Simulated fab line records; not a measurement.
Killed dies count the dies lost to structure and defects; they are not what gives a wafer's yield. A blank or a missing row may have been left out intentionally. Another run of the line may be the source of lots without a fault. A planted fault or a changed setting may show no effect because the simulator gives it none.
fab line records	flow n5Finfet
[record] lots = 10	wafers = 30	lastDay = 17
route steps=1938 shown BEOL_M4@1111 BEOL_M15@1822 MIM_TOP@1834 PASSIVATION@1936
lots with no fault: from the same line, run without faults
startH: hours from the record's opening day to when the first of the lot's shown wafers began	waitH: hours elapsed since this lot's preceding step	" repeats the value in the row above	L1.1+2: several wafers, shown together as one row	- no value, or no start was given	* or withheld: withheld	< > ~ a bound
route shown NAME@n: names a module that has steps shown in the file, with the first one's number in the route	usual: the fault-free wafers' mean and standard deviation	same: alike in all rows	chamber/n: place in a boat	sites: each site's reading	_std_site: standard deviation across them	_edge_site: outer sites' mean less inner sites'	radiusMm: how far each site lies from the wafer's centre	mask NAME#n: copy n	behind: the tool/chamber that last shaped the wafer	hold: what put the lot on hold/how long, in hours/how the hold closed	device: names the non-switching transistor (n, p or np)	end of line: at the end of the route, the tests of the same wafers	step lacking rows: just its recipe	killed: dies that structure and defects cost at the first sort, which is not the same as the wafer's yield	map: the dies of a wafer, with x for killed, . for not killed, _ for no die there
set.NAME: the setting as run; set.NAME@STEP: as run at that earlier step	model.NAME: the simulator's own value behind a step, which no gauge read
one table for each step of the route and one row for each wafer, over a sample of lots
services: when a tool's chamber went out of use (startH, in hours from the record's first day, below 0 if earlier), for how many hours, and the reason
[[steps]]
[step N5_BEOL_M4_RC_MEAS_101]
[usual] DIBL_N = 36.4/1.5	DIBL_P = 36.6/1.9	IOFF_N = 0.155/0.021	IOFF_P = 0.211/0.028	ION_N = 671/8.6	ION_P = 462/5.8	SS_N = 71.5/0.5	SS_P = 73.4/0.58	VT_N = 250.1/2.4	VT_P = -250.1/3
lot.wafer	tool	chamber	startH	waitH	DIBL_N[mV/V]	DIBL_P[mV/V]	IOFF_N[nA/um]	IOFF_P[nA/um]	ION_N[uA/um]	ION_P[uA/um]	SS_N[mV/dec]	SS_P[mV/dec]	VT_N[mV]	VT_P[mV]
L897.1	prober-01	0	176.48	0.0	35.7	35.7	0.152	0.207	677	464	71.3	73.3	249.9	-250.3
L897.2	"	0	"	"	36.7	36.6	0.157	0.215	676	468	71.8	73.8	249.4	-251.7
L897.4	"	0	"	"	35.8	35.5	0.149	0.198	664	460	71.7	74.5	251.1	-249.5
L901.1	prober-01	0	190.62	0.0	34.9	34.8	0.137	0.224	657	464	70.6	72.8	254.1	-246.3
L901.2	"	0	"	"	34.0	33.9	0.129	0.204	661	463	70.9	72.6	256.0	-251.0
L901.3	"	0	"	"	33.9	33.5	0.126	0.202	660	466	71.0	72.7	249.6	-251.1
L902.2	prober-02	0	207.85	0.2	36.5	36.7	0.155	0.208	673	460	71.6	73.4	250.9	-250.0
L902.5	"	0	"	"	34.8	33.9	0.126	0.179	664	459	71.2	72.0	250.4	-253.1
L902.6	"	0	"	"	36.1	36.1	0.144	0.205	669	462	71.3	73.7	252.1	-252.4
L905.1	prober-02	0	224.30	0.0	37.3	36.8	0.157	0.208	676	460	71.5	73.1	250.6	-246.9
L905.3	"	0	"	"	36.9	34.5	0.142	0.175	670	454	71.5	72.3	249.8	-251.8
L905.5	"	0	"	"	38.4	37.2	0.170	0.222	679	466	71.0	73.1	250.6	-248.8
L906.1	prober-02	0	230.69	0.0	35.1	37.2	0.155	0.237	672	468	71.5	73.1	249.5	-246.7
L906.3	"	0	"	"	34.4	36.2	0.144	0.221	669	458	71.2	73.0	250.6	-246.5
L906.6	"	0	"	"	33.7	35.3	0.133	0.204	662	461	71.7	72.8	252.6	-252.6
L907.3	prober-02	0	237.28	0.3	38.7	38.5	0.179	0.225	667	459	71.6	74.1	249.6	-251.0
L907.4	"	0	"	"	37.9	37.2	0.162	0.197	675	458	72.3	73.1	250.2	-252.6
L907.5	"	0	"	"	35.8	34.8	0.128	0.170	660	449	71.3	73.0	255.4	-253.6
L913.1	prober-01	0	268.67	0.0	37.4	37.4	0.165	0.216	673	456	72.4	73.7	249.8	-250.1
L913.5	"	0	"	"	37.3	37.3	0.157	0.215	661	459	72.3	73.1	250.2	-250.8
L913.6	"	0	"	"	37.6	37.9	0.167	0.225	669	466	71.7	73.4	250.1	-247.8
L912.1	prober-01	0	273.76	0.0	37.7	37.4	0.158	0.238	669	463	72.0	73.7	249.9	-249.9
L912.3	"	0	"	"	37.2	37.2	0.149	0.240	665	462	71.5	73.4	249.9	-250.2
L912.5	"	0	"	"	38.2	38.3	0.169	0.260	671	471	71.9	73.4	249.4	-246.3
L918.2	prober-01	0	297.41	0.2	32.6	33.7	0.128	0.168	670	469	71.4	72.8	252.5	-250.6
L918.4	"	0	"	"	34.9	35.5	0.152	0.209	677	471	71.3	73.7	249.9	-246.6
L918.6	"	0	"	"	34.2	34.8	0.143	0.188	679	467	71.7	73.1	251.6	-253.1
L919.3	prober-02	0	308.56	0.3	37.5	37.3	0.160	0.168	675	452	72.1	73.6	248.8	-257.4
L919.4	"	0	"	"	36.8	37.3	0.155	0.173	675	458	70.9	73.6	248.2	-256.5
L919.5	"	0	"	"	38.2	38.1	0.175	0.183	691	461	71.8	73.1	247.3	-256.1
[step N5_BEOL_M15_ECD_47]
[recipe] material = Cu	targetThkA = 18600
lot.wafer	tool	chamber	startH	waitH
L897.1+2+4	ecdCu-01	1,0,0	273.77	0.1
L901.1+2+3	ecdCu-01	1,0,1	281.03	0.1
L902.2+5+6	ecdCu-01	0,1,0	292.48	0.1
L905.1+3+5	ecdCu-02	1	309.84	0.1
L906.1+3+6	ecdCu-01	1	312.10	0.1
L907.3+4+5	ecdCu-01	1,0,1	322.73	0.2
L912.1+3+5	ecdCu-01	0,1,0	359.64	0.1
L913.1+5+6	ecdCu-01	1,0,1	360.57	0.1
L918.2+4+6	ecdCu-02	0,1,0	384.63	0.1
L919.3+4+5	ecdCu-02	0,1,0	397.88	0.2
[step N5_BEOL_M15_ANNEAL_48]
[recipe] tempC = 225	timeS = 90	ambient = N2
[usual] wafer_temp_C_max = 226.24/0.27
lot.wafer	tool	chamber	startH	waitH	wafer_temp_C_max
L897.1	rtpAnneal-01	0	274.05	0.2	226.20
L897.2	"	0	"	"	225.97
L897.4	"	0	"	"	225.92
L901.1	rtpAnneal-02	0	281.44	0.3	226.25
L901.2	"	0	"	"	226.16
L901.3	"	0	"	"	226.34
L902.2	rtpAnneal-01	0	292.78	0.2	225.84
L902.5	"	0	"	"	226.21
L902.6	"	0	"	"	226.65
L905.1	rtpAnneal-02	0	310.08	0.2	226.23
L905.3	"	0	"	"	226.70
L905.5	"	0	"	"	226.11
L906.1	rtpAnneal-02	0	312.34	0.2	226.01
L906.3	"	0	"	"	226.07
L906.6	"	0	"	"	226.39
L907.3	rtpAnneal-02	0	323.01	0.2	226.44
L907.4	"	0	"	"	226.20
L907.5	"	0	"	"	226.08
L912.1	rtpAnneal-01	0	360.08	0.4	225.91
L912.3	"	0	"	"	226.00
L912.5	"	0	"	"	226.10
L913.1	rtpAnneal-01	0	360.82	0.2	226.24
L913.5	"	0	"	"	226.44
L913.6	"	0	"	"	226.10
L918.2	rtpAnneal-02	0	385.49	0.8	225.99
L918.4	"	0	"	"	226.55
L918.6	"	0	"	"	225.98
L919.3	rtpAnneal-01	0	398.16	0.2	226.14
L919.4	"	0	"	"	226.11
L919.5	"	0	"	"	226.19
[step N5_BEOL_M15_THK_MEAS_50]
[recipe] thkMeasGauge = xrf	reads = Cu_of_BEOL_M15_ECD_47
[usual] M15_THK = 875/15
lot.wafer	tool	chamber	startH	waitH	M15_THK[nm]
L897.1	filmMetro-02	-	274.64	-	888
L897.2	"	-	"	"	875
L897.4	"	-	"	"	896
L901.1	filmMetro-01	-	282.03	-	876
L901.2	"	-	"	"	892
L901.3	"	-	"	"	897
L902.2	filmMetro-01	-	293.34	-	884
L902.5	"	-	"	"	904
L902.6	"	-	"	"	889
L905.1	filmMetro-02	-	310.67	-	861
L905.3	"	-	"	"	880
L905.5	"	-	"	"	844
L906.1	filmMetro-02	-	312.93	-	893
L906.3	"	-	"	"	857
L906.6	"	-	"	"	873
L907.3	filmMetro-02	-	323.52	-	859
L907.4	"	-	"	"	883
L907.5	"	-	"	"	859
L912.1	filmMetro-02	-	360.69	-	-
L912.3	"	-	"	"	-
L912.5	"	-	"	"	-
L913.1	filmMetro-01	-	361.41	-	-
L913.5	"	-	"	"	-
L913.6	"	-	"	"	-
L918.2	filmMetro-01	-	386.05	-	876
L918.4	"	-	"	"	896
L918.6	"	-	"	"	873
L919.3	filmMetro-01	-	398.66	-	872
L919.4	"	-	"	"	864
L919.5	"	-	"	"	877
[step N5_BEOL_M15_RS_MEAS_54]
[recipe] thkMeasGauge = four-point-probe	reads = Cu_of_BEOL_M15_ECD_47+Ta_of_BEOL_M15_SPUTTER_44+TaN_of_BEOL_M15_SPUTTER_43
[usual] M15_RS = 0.0216/0.00035
lot.wafer	tool	chamber	startH	waitH	M15_RS[ohm/sq]
L897.1	filmMetro-02	-	274.77	0.0	0.0211
L897.2	"	-	"	"	0.0214
L897.4	"	-	"	"	0.0210
L901.1	filmMetro-02	-	282.16	0.0	0.0213
L901.2	"	-	"	"	0.0211
L901.3	"	-	"	"	0.0209
L902.2	filmMetro-02	-	293.47	0.1	0.0216
L902.5	"	-	"	"	0.0211
L902.6	"	-	"	"	0.0216
L905.1	filmMetro-01	-	310.80	0.0	0.0219
L905.3	"	-	"	"	0.0214
L905.5	"	-	"	"	0.0224
L906.1	filmMetro-01	-	313.06	0.0	0.0211
L906.3	"	-	"	"	0.0221
L906.6	"	-	"	"	0.0217
L907.3	filmMetro-02	-	323.65	0.1	0.0220
L907.4	"	-	"	"	0.0213
L907.5	"	-	"	"	0.0219
L912.1	filmMetro-02	-	360.84	0.0	33.184
L912.3	"	-	"	"	32.947
L912.5	"	-	"	"	32.641
L913.1	filmMetro-02	-	361.54	0.0	32.341
L913.5	"	-	"	"	32.176
L913.6	"	-	"	"	32.487
L918.2	filmMetro-01	-	386.18	0.1	0.0218
L918.4	"	-	"	"	0.0214
L918.6	"	-	"	"	0.0219
L919.3	filmMetro-02	-	398.79	0.1	0.0217
L919.4	"	-	"	"	0.0219
L919.5	"	-	"	"	0.0215
[step N5_MIM_TOP_ALD_00]
[recipe] material = Al2O3	targetThkA = *	tempC = withheld	aldPrecursorFamily = TMA	aldCoReactant = O3	pulseTimeS = withheld	purgeTimeS = 3	coReactantPurgeTimeS = withheld	coReactantPulseTimeS = 3	aldCycles = withheld
[usual] precursorPulseHeightRel = 1.000/0.018
lot.wafer	tool	chamber	startH	waitH	precursorPulseHeightRel
L897.1	aldHk-03	0	276.73	0.1	1.002
L897.2	"	3	"	"	0.963
L897.4	"	1	"	"	0.996
L901.1	aldHk-01	3	283.92	0.1	0.998
L901.2	"	0	"	"	1.011
L901.3	"	1	"	"	0.988
L902.2	aldHk-03	2	295.27	0.1	1.020
L902.5	"	0	"	"	1.007
L902.6	"	3	"	"	1.010
L905.1	aldHk-03	0	312.96	0.1	0.962
L905.3	"	1	"	"	1.014
L905.5	"	0	"	"	1.037
L906.1	aldHk-03	3	315.02	0.1	1.010
L906.3	"	0	"	"	1.023
L906.6	"	3	"	"	0.950
L907.3	aldHk-03	1	325.38	0.1	0.998
L907.4	"	0	"	"	0.974
L907.5	"	3	"	"	1.020
L918.2	aldHk-01	1	387.91	0.1	1.015
L918.4	"	3	"	"	0.987
L918.6	"	1	"	"	1.008
L919.3	aldHk-01	3	400.52	0.1	0.985
L919.4	"	2	"	"	1.007
L919.5	"	2	"	"	0.989
[step N5_MIM_TOP_DEGAS_04]
[recipe] ambient = vacuum	tempC = 300	timeS = 60
[usual] heaterPowerW = 483/59	susceptorTempC = 300.01/0.2
lot.wafer	tool	chamber	startH	waitH	heaterPowerW	susceptorTempC
L897.1	pvdSputter-03	-	278.31	-	500	299.94
L897.2	"	-	"	"	624	300.50
L897.4	"	-	"	"	444	300.09
L901.1	pvdSputter-03	-	284.37	-	647	300.00
L901.2	"	-	"	"	503	299.79
L901.3	"	-	"	"	438	300.24
L902.2	pvdSputter-02	-	296.71	-	442	300.61
L902.5	"	-	"	"	494	299.82
L902.6	"	-	"	"	422	299.97
L905.1	pvdSputter-02	-	314.48	-	479	299.92
L905.3	"	-	"	"	496	299.92
L905.5	"	-	"	"	504	299.75
L906.1	pvdSputter-03	-	316.02	-	415	300.16
L906.3	"	-	"	"	486	300.20
L906.6	"	-	"	"	425	300.01
L907.3	pvdSputter-03	-	327.04	-	488	300.22
L907.4	"	-	"	"	425	300.41
L907.5	"	-	"	"	433	300.12
L918.2	pvdSputter-01	-	389.31	-	467	299.91
L918.4	"	-	"	"	414	299.75
L918.6	"	-	"	"	534	299.99
L919.3	pvdSputter-01	-	402.39	-	529	300.41
L919.4	"	-	"	"	482	299.76
L919.5	"	-	"	"	452	300.40
[step N5_PASSIVATION_PROBE_49]
[usual] defectLimitedYield = 91.5/1.4	killed_at_M0_to_M3 = 33/10	killed_at_M4_up = 13/5	killedAtContacts = 13/5.6	killedAtFrontEnd = 38/12	killedAtOther = 3.9/2.7	killedDies = 100/16	killedOnRim = 13/4	killedOpen = 66/13	killedShort = 32/7.2	sort_bin_5_function = 5.0/0.97	sort_bin_6_memory = 3.2/0.61	sortNPass = 1080/16	sortYieldPct = 91.5/1.4
[same] grossDies = 1180	killedAtBackSide = 0	sort_bin_4_leakage[%] = 0	sort_bin_8_speed[%] = 0
lot.wafer	tool	chamber	startH	waitH	defectLimitedYield[%]	killed_at_M0_to_M3	killed_at_M4_up	killedAtContacts	killedAtFrontEnd	killedAtOther	killedDies	killedOnRim	killedOpen	killedShort	sort_bin_5_function[%]	sort_bin_6_memory[%]	sortNPass	sortYieldPct[%]
L912.1	prober-02	-	377.93	0.0	0	33	1094	5	44	4	1180	152	54	38	96.9	2.8	0	0
L912.3	prober-02	-	378.03	0.1	0	13	1088	7	70	2	1180	152	61	36	96.5	3.1	0	0
L912.5	prober-02	-	378.13	0.2	0	29	1074	13	58	6	1180	152	83	34	96.4	3.1	0	0
L913.1	prober-01	-	379.30	0.0	0	29	1084	26	32	9	1180	152	77	25	96.5	3.5	0	0
L913.5	prober-01	-	379.50	0.2	0	45	1105	9	15	6	1180	152	51	29	97.2	2.5	0	0
L913.6	prober-01	-	379.55	0.3	0	44	1079	17	32	8	1180	152	66	41	95.8	3.9	0	0
// killed by level:class
L912.1 BEOL_M15:areaEcd=1085 FIN_SAQP:geometricParticle:short=13 BEOL_M0_SAQP:geometricParticle:short=11 BEOL_M0_SAQP:geometricParticle:open=10 FIN_SAQP:geometricParticle:open=7 DUMMY_GATE:geometricParticle:open=6 BEOL_M2:geometricParticle:open=6 BEOL_M4:geometricParticle:open=4
L912.3 BEOL_M15:areaEcd=1081 FIN_SAQP:geometricParticle:open=22 FIN_SAQP:geometricParticle:short=8 DUMMY_GATE:geometricParticle:open=7 GATE_CUT:geometricParticle:short=5 BEOL_M0_SAQP:geometricParticle:short=5 STI_FIN_REVEAL:geometricParticle:open=4 MOL_CONTACT_COAG:geometricParticle:open=4
L912.5 BEOL_M15:areaEcd=1062 FIN_SAQP:geometricParticle:open=15 MOL_CONTACT_COAG:geometricParticle:open=11 BEOL_M0_SAQP:geometricParticle:open=8 BEOL_M0_SAQP:geometricParticle:short=7 FIN_SAQP:geometricParticle:short=6 DUMMY_GATE:geometricParticle:open=6 BEOL_M4:geometricParticle:open=6
L913.1 BEOL_M15:areaEcd=1076 MOL_CONTACT_COAG:geometricParticle:open=24 STI_FIN_REVEAL:geometricParticle:open=16 BEOL_M0_SAQP:geometricParticle:open=8 BEOL_M0_SAQP:geometricParticle:short=7 BEOL_M1:geometricParticle:open=5 DUMMY_GATE:geometricParticle:open=5 BEOL_M2:geometricParticle:short=3
L913.5 BEOL_M15:areaEcd=1099 BEOL_M1:geometricParticle:open=17 BEOL_M0_SAQP:geometricParticle:short=9 MOL_CONTACT_COAG:geometricParticle:open=6 BEOL_M0_SAQP:geometricParticle:open=5 DUMMY_GATE:geometricParticle:open=4 BEOL_M1:geometricParticle:short=4 MOL_CONTACT_COAG:geometricParticle:short=3
L913.6 BEOL_M15:areaEcd=1068 BEOL_M1:geometricParticle:open=17 MOL_CONTACT_COAG:geometricParticle:open=15 BEOL_M0_SAQP:geometricParticle:short=12 GATE_CUT:geometricParticle:short=6 DUMMY_GATE:geometricParticle:open=5 BEOL_M2:geometricParticle:open=5 STARTING-WAFER:geometricParticle:short=4
[[services]]
tool	chamber	startH	hours	kind
ecdCu-02	-	268.52	3.8	repair
rtpAnneal-01	-	299.43	6.0	pm
aldHk-01	-	304.45	8.7	pm
ecdCu-02	-	320.61	0.3	repair
ecdCu-02	-	340.02	0.6	repair
pvdSputter-02	-	346.69	2.1	repair
pvdSputter-03	-	357.26	3.2	repair
pvdSputter-03	-	361.68	0.8	repair
aldHk-03	-	376.69	0.6	repair
[[key]]
[firstSign] step = N5_BEOL_M15_THK_MEAS_50	reading = M15_THK	direction = missing
[effect] step = N5_BEOL_M15_RS_MEAS_54	reading = M15_RS	direction = up	sigmas = 99+	usual = 0.0216	struck = 32.629
[effect] step = N5_PASSIVATION_PROBE_49	reading = killed_at_M4_up	direction = up	sigmas = 99+	usual = 13	struck = 1087
[moreKillsBornAt] N5_BEOL_M15_ECD_47@ecdCu-01 = 6471
metAt N5_BEOL_M15_ECD_47
struckLots L912,L913
laterRowsLeftOut L912.1,L912.3,L912.5,L913.1,L913.5,L913.6
notActingAt N5_BEOL_M15_ANNEAL_48,N5_MIM_TOP_ALD_00,N5_MIM_TOP_DEGAS_04
onsetBetween 322.73 359.64
[fault] kind = skippedStepWhole	tool = ecdCu-01	chamber = -	onsetH = 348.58	steps = N5_BEOL_M15_ECD_47	scope = struckLotsOnly
// laterRowsLeftOut: the simulator's readings of these wafers behind a module that went badly wrong aren't trusted and aren't shown, but for the sort
